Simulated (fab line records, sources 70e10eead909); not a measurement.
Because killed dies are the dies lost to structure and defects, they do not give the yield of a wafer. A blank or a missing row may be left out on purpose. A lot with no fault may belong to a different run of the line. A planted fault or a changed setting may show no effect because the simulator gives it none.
8D (eight disciplines) problem report, filled in by code || flow nandHarc || the parts of the form that need people (team, actions taken, sign-off) are left out

## 1. THE ISSUE
Mean of cdNm at NHARC_P_M1_CD_MEAS_09: 123.4 nm across 4 wafers in 2 lots; on wafers with no fault it is 129.8 nm (standard deviation 0.82). Measured from the usual mean, that is -7.8 standard deviations.
The step: target cd 130 nm.
Seen first at day 12 05:32 on cdSem-01, wafer L143.1. At this step, 32 wafers from 11 lots have a number in the record. The rule behind "out" and "out of limits": a value lying over 4 standard deviations away from the usual mean. All remaining wafers that have a number are taken as sound.

## 2. WHAT IT IS, WHAT IT ISN'T
{"question": "which readings at this step", "is": "cdNm", "is not": "-"}
{"question": "which lots", "is": "L143, L145", "is not": "L129, L130, L132, L135, L137, L138, L149, L150, L151"}
{"question": "which wafers of those lots", "is": "L143.1, L143.3, L145.1, L145.3", "is not": "L145.6"}
{"question": "read on which gauges", "is": "cdSem-01, cdSem-02", "is not": "cdSem-03"}
{"question": "when", "is": "from day 12 05:32", "is not": "up to then (18 sound wafers); but 10 sound wafers of L145, L149, L150, L151 came after"}

## 3. THE SUSPECTS, EACH WITH WHAT RULES IT OUT
Counting: a tool at a process step up to the reading stays a suspect if it ran every lot that is out. Sound lots after the first of them don't rule it out here, since some wafers of a struck lot are sound.
- the gauge at NHARC_P_M1_CD_MEAS_09 is ruled out. 2 gauges (cdSem-01, cdSem-02) read the wafers that are out.
- pecvd-02 at NHARC_P_M0_PRE_CLEAN_31 (time 12 s): kept. Every lot that is out went through it, the first being L143 (day 12 04:22); the last sound lot it ran before that was L135 (day 9 07:44).
- lithoTrack-06 at NHARC_P_M1_PEB_07 (peb time 65 s): kept. Every lot that is out went through it, the first being L143 (day 12 05:27); the last sound lot it ran before that was L137 (day 10 03:53). Its own heaterPowerTotalW readings are out on those wafers.
What counting leaves: pecvd-02 at NHARC_P_M0_PRE_CLEAN_31 and lithoTrack-06 at NHARC_P_M1_PEB_07.

## 4. THE CAUSE (what the simulator had put in)
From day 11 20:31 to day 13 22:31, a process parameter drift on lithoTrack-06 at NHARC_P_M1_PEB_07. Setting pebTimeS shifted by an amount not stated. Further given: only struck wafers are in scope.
2 suspects survive the count, and this tool is in that group.

## 5. THE CHAIN OF EFFECTS, in route order
One row per reading whose mean, taken over the struck wafers that have a number, lies over 3 standard deviations from the usual. Readings are gone through only where the record gives a usual standard deviation; hours: the median, over the lots, of the time from a lot's start at the first step in this table giving one to that lot's start at this step; sigmas: the change measured in usual standard deviations.
{"hours": 0, "step": "NHARC_P_M1_PEB_07", "reading": "heaterPowerTotalW", "usual": "156.6 W", "on struck wafers": 175.4, "change": "+18.8", "sigmas": "+45"}
{"hours": 0, "step": "NHARC_P_M1_CD_MEAS_09", "reading": "cdNm", "usual": "129.8 nm", "on struck wafers": 123.4, "change": -6.4, "sigmas": -7.8}
Its process steps:
- NHARC_P_M1_PEB_07: peb time 65 s.
Later measuring or inspecting steps at which every struck wafer that the step has a row for has a number for every such reading, and none has moved that far: NHARC_END_SORT_01.

## 6. WHAT WOULD HAVE CAUGHT IT SOONER
Counted from the fault's start at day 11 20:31, it took 9 hours until the first out-of-limits reading at a measuring or inspecting step in this record, taken at day 12 05:32.
The tool's own readings at NHARC_P_M1_PEB_07 were out on every struck wafer that the step has a row for (heaterPowerTotalW): an alarm limit on them would have fired on the first of those.
L145, from the lots that are out (2), started NHARC_P_M1_PEB_07 on lithoTrack-06 later than day 12 05:32. Holding the tool at that time would have saved it.
